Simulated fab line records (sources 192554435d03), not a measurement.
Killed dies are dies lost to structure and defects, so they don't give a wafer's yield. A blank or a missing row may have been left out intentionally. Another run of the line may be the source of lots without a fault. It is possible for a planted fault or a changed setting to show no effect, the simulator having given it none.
Chamber matching || flow n5-finfet || N5_BEOL_M5_ETCH_75 on rie-diel-03 has 4 sister chambers
The step etches underlayer in N2/H2, target depth 6.5 nm, time 5.2 s. 20 wafers are shown with their chamber, then 10 later ones without.

== WAFERS, EACH WITH ITS CHAMBER ==
{"wafer": "L076.3", "chamber": 3, "throttle-valve-pct (%)": 18.6, "showerhead-plenum-p-Torr (Torr)": 2.64, "drypump-motor-current-A (A)": 5.8}
{"wafer": "L076.4", "chamber": 0, "throttle-valve-pct (%)": 17.6, "showerhead-plenum-p-Torr (Torr)": 2.70, "drypump-motor-current-A (A)": 5.2}
{"wafer": "L076.6", "chamber": 2, "throttle-valve-pct (%)": 17.5, "showerhead-plenum-p-Torr (Torr)": 2.45, "drypump-motor-current-A (A)": 5.2}
{"wafer": "L075.3", "chamber": 3, "throttle-valve-pct (%)": 18.6, "showerhead-plenum-p-Torr (Torr)": 2.64, "drypump-motor-current-A (A)": 5.9}
{"wafer": "L075.4", "chamber": 3, "throttle-valve-pct (%)": 18.6, "showerhead-plenum-p-Torr (Torr)": 2.64, "drypump-motor-current-A (A)": 5.8}
{"wafer": "L075.6", "chamber": 1, "throttle-valve-pct (%)": 17.4, "showerhead-plenum-p-Torr (Torr)": 2.68, "drypump-motor-current-A (A)": 6.0}
{"wafer": "L079.1", "chamber": 0, "throttle-valve-pct (%)": 17.6, "showerhead-plenum-p-Torr (Torr)": 2.70, "drypump-motor-current-A (A)": 5.3}
{"wafer": "L079.2", "chamber": 2, "throttle-valve-pct (%)": 17.6, "showerhead-plenum-p-Torr (Torr)": 2.45, "drypump-motor-current-A (A)": 5.2}
{"wafer": "L079.3", "chamber": 3, "throttle-valve-pct (%)": 18.6, "showerhead-plenum-p-Torr (Torr)": 2.64, "drypump-motor-current-A (A)": 5.8}
{"wafer": "L079.4", "chamber": 1, "throttle-valve-pct (%)": 17.4, "showerhead-plenum-p-Torr (Torr)": 2.68, "drypump-motor-current-A (A)": 6.0}
{"wafer": "L079.5", "chamber": 0, "throttle-valve-pct (%)": 17.6, "showerhead-plenum-p-Torr (Torr)": 2.70, "drypump-motor-current-A (A)": 5.2}
{"wafer": "L079.6", "chamber": 3, "throttle-valve-pct (%)": 18.6, "showerhead-plenum-p-Torr (Torr)": 2.64, "drypump-motor-current-A (A)": 5.9}
{"wafer": "L082.1", "chamber": 1, "throttle-valve-pct (%)": 17.4, "showerhead-plenum-p-Torr (Torr)": 2.68, "drypump-motor-current-A (A)": 6.0}
{"wafer": "L082.4", "chamber": 0, "throttle-valve-pct (%)": 17.6, "showerhead-plenum-p-Torr (Torr)": 2.69, "drypump-motor-current-A (A)": 5.2}
{"wafer": "L082.5", "chamber": 1, "throttle-valve-pct (%)": 17.4, "showerhead-plenum-p-Torr (Torr)": 2.68, "drypump-motor-current-A (A)": 6.0}
{"wafer": "L083.1", "chamber": 0, "throttle-valve-pct (%)": 17.6, "showerhead-plenum-p-Torr (Torr)": 2.69, "drypump-motor-current-A (A)": 5.2}
{"wafer": "L083.2", "chamber": 1, "throttle-valve-pct (%)": 17.4, "showerhead-plenum-p-Torr (Torr)": 2.68, "drypump-motor-current-A (A)": 6.0}
{"wafer": "L083.5", "chamber": 3, "throttle-valve-pct (%)": 18.6, "showerhead-plenum-p-Torr (Torr)": 2.64, "drypump-motor-current-A (A)": 5.9}
{"wafer": "L088.1", "chamber": 1, "throttle-valve-pct (%)": 17.4, "showerhead-plenum-p-Torr (Torr)": 2.67, "drypump-motor-current-A (A)": 6.0}
{"wafer": "L088.2", "chamber": 2, "throttle-valve-pct (%)": 17.6, "showerhead-plenum-p-Torr (Torr)": 2.44, "drypump-motor-current-A (A)": 5.2}

SIGNATURES, as means of the wafers listed above
{"reading": "throttle-valve-pct", "chamber 0": 17.600, "chamber 1": 17.400, "chamber 2": 17.567, "chamber 3": 18.600, "scatter within a chamber": 0.0204}
{"reading": "showerhead-plenum-p-Torr", "chamber 0": 2.6960, "chamber 1": 2.6783, "chamber 2": 2.4467, "chamber 3": 2.6400, "scatter within a chamber": 0.00411}
{"reading": "drypump-motor-current-A", "chamber 0": 5.220, "chamber 1": 6.000, "chamber 2": 5.200, "chamber 3": 5.850, "scatter within a chamber": 0.0379}
Rule: distance of a wafer from a chamber = root of the sum over the readings of ((wafer's reading minus chamber's mean) / reading's scatter) squared. The wafer belongs to the nearest chamber; if the next one is less than 2 further off, it can't be placed. The scatter: take each reading less its chamber's mean, square it, sum over the shown wafers, divide by the number of wafers less the number of chambers, and take the root.

== WAFERS WITHOUT THEIR CHAMBER ==
{"wafer": "L088.3", "throttle-valve-pct (%)": 17.6, "showerhead-plenum-p-Torr (Torr)": 2.69, "drypump-motor-current-A (A)": 5.3}
{"wafer": "L088.4", "throttle-valve-pct (%)": 18.2, "showerhead-plenum-p-Torr (Torr)": 2.63, "drypump-motor-current-A (A)": 5.9}
{"wafer": "L088.5", "throttle-valve-pct (%)": 17.6, "showerhead-plenum-p-Torr (Torr)": 2.44, "drypump-motor-current-A (A)": 5.2}
{"wafer": "L088.6", "throttle-valve-pct (%)": 18.2, "showerhead-plenum-p-Torr (Torr)": 2.64, "drypump-motor-current-A (A)": 5.9}
{"wafer": "L094.4", "throttle-valve-pct (%)": 17.6, "showerhead-plenum-p-Torr (Torr)": 2.44, "drypump-motor-current-A (A)": 5.2}
{"wafer": "L094.5", "throttle-valve-pct (%)": 17.6, "showerhead-plenum-p-Torr (Torr)": 2.68, "drypump-motor-current-A (A)": 5.2}
{"wafer": "L094.6", "throttle-valve-pct (%)": 18.2, "showerhead-plenum-p-Torr (Torr)": 2.63, "drypump-motor-current-A (A)": 5.9}
{"wafer": "L096.1", "throttle-valve-pct (%)": 17.4, "showerhead-plenum-p-Torr (Torr)": 2.67, "drypump-motor-current-A (A)": 6.0}
{"wafer": "L096.2", "throttle-valve-pct (%)": 18.2, "showerhead-plenum-p-Torr (Torr)": 2.63, "drypump-motor-current-A (A)": 5.9}
{"wafer": "L096.4", "throttle-valve-pct (%)": 17.6, "showerhead-plenum-p-Torr (Torr)": 2.68, "drypump-motor-current-A (A)": 5.2}

== THE CHAMBER EACH PASSED THROUGH ==
{"wafer": "L088.3", "from the rows above": 0, "in truth": 0}
{"wafer": "L088.4", "from the rows above": 3, "in truth": 3}
{"wafer": "L088.5", "from the rows above": 2, "in truth": 2}
{"wafer": "L088.6", "from the rows above": 3, "in truth": 3}
{"wafer": "L094.4", "from the rows above": 2, "in truth": 2}
{"wafer": "L094.5", "from the rows above": 0, "in truth": 0}
{"wafer": "L094.6", "from the rows above": 3, "in truth": 3}
{"wafer": "L096.1", "from the rows above": 1, "in truth": 1}
{"wafer": "L096.2", "from the rows above": 3, "in truth": 3}
{"wafer": "L096.4", "from the rows above": 0, "in truth": 0}
Placed correctly: 10 of 10. Not placeable from these rows: 0. Number placed wrongly: 0.
